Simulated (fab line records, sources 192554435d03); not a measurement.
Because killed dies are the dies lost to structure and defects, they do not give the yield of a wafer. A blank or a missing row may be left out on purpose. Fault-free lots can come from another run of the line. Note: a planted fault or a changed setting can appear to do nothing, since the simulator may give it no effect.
Matching of chambers ; flow n5 finfet ; N5_BEOL_M12_ILD_DEP_00 on pecvd-01 has 3 sister chambers
The step deposits SiOC from DEMS/O2, target thk 658.92 nm, time 130.7 s. 24 wafers are shown with their chamber, then 12 later ones without.

== WAFERS WITH THEIR CHAMBER ==
wafer;chamber;showerhead plenum p Torr (Torr);throttle valve pct (%);heater power w (W)
L079.1;2;5.705;11.4;453
L079.2;1;5.695;11.6;462
L079.3;0;5.715;11.7;520
L079.4;1;5.689;11.5;468
L079.5;0;5.707;11.8;432
L079.6;2;5.713;11.3;469
L078.4;0;5.702;11.9;525
L078.5;1;5.695;11.6;391
L078.6;2;5.702;11.3;481
L082.2;2;5.717;11.6;405
L082.4;1;5.697;11.5;463
L082.5;2;5.718;11.5;433
L083.1;0;5.697;11.7;520
L083.3;2;5.712;11.2;456
L083.4;1;5.697;11.7;398
L088.4;2;5.716;11.8;449
L088.5;1;5.696;11.7;390
L088.6;0;5.690;11.8;526
L091.2;2;5.704;11.5;458
L091.5;2;5.719;11.6;471
L091.6;0;5.705;11.8;535
L092.2;1;5.691;11.7;472
L092.4;1;5.689;11.5;487
L092.5;2;5.703;11.5;465

SIGNATURES (averages over the wafers above)
reading;chamber 0;chamber 1;chamber 2;scatter within a chamber
showerhead plenum p Torr;5.70267;5.69362;5.71090;0.0064
throttle valve pct;11.783;11.600;11.470;0.133
heater power w;509.67;441.38;454.00;33.3
Rule: distance of a wafer from a chamber = root of the sum over the readings of ((wafer's reading minus chamber's mean) / reading's scatter) squared. The wafer belongs to the nearest chamber; if the next one is less than 2 further off, it can't be placed. The scatter is the square root of a quotient: the sum, over the shown wafers, of each reading's squared deviation from its chamber's mean, divided by wafers minus chambers.

== WAFERS WITH NO CHAMBER GIVEN ==
wafer;showerhead plenum p Torr (Torr);throttle valve pct (%);heater power w (W)
L094.1;5.698;11.7;476
L094.2;5.687;11.5;464
L094.3;5.716;11.7;384
L094.4;5.700;12.1;485
L094.5;5.707;11.6;468
L094.6;5.713;11.6;425
L093.2;5.686;11.4;428
L093.3;5.687;11.8;516
L093.6;5.709;11.6;412
L097.3;5.702;11.7;450
L097.4;5.697;11.3;484
L097.6;5.703;11.7;408

== WHICH CHAMBER EACH ONE RAN IN ==
wafer;from the rows above;in truth
L094.1;can't be placed: 0 or 1 or 2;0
L094.2;1;1
L094.3;can't be placed: 2 or 1 or 0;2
L094.4;can't be placed: 0 or 1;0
L094.5;can't be placed: 2 or 0 or 1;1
L094.6;can't be placed: 2 or 1 or 0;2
L093.2;1;1
L093.3;can't be placed: 0 or 1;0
L093.6;can't be placed: 2 or 1 or 0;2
L097.3;can't be placed: 1 or 0 or 2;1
L097.4;can't be placed: 1 or 2 or 0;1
L097.6;can't be placed: 1 or 2 or 0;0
2 of 12 placed correctly. Cannot be placed on the basis of these rows: 10; the candidates contain the true chamber in 10. Placed wrongly: 0.
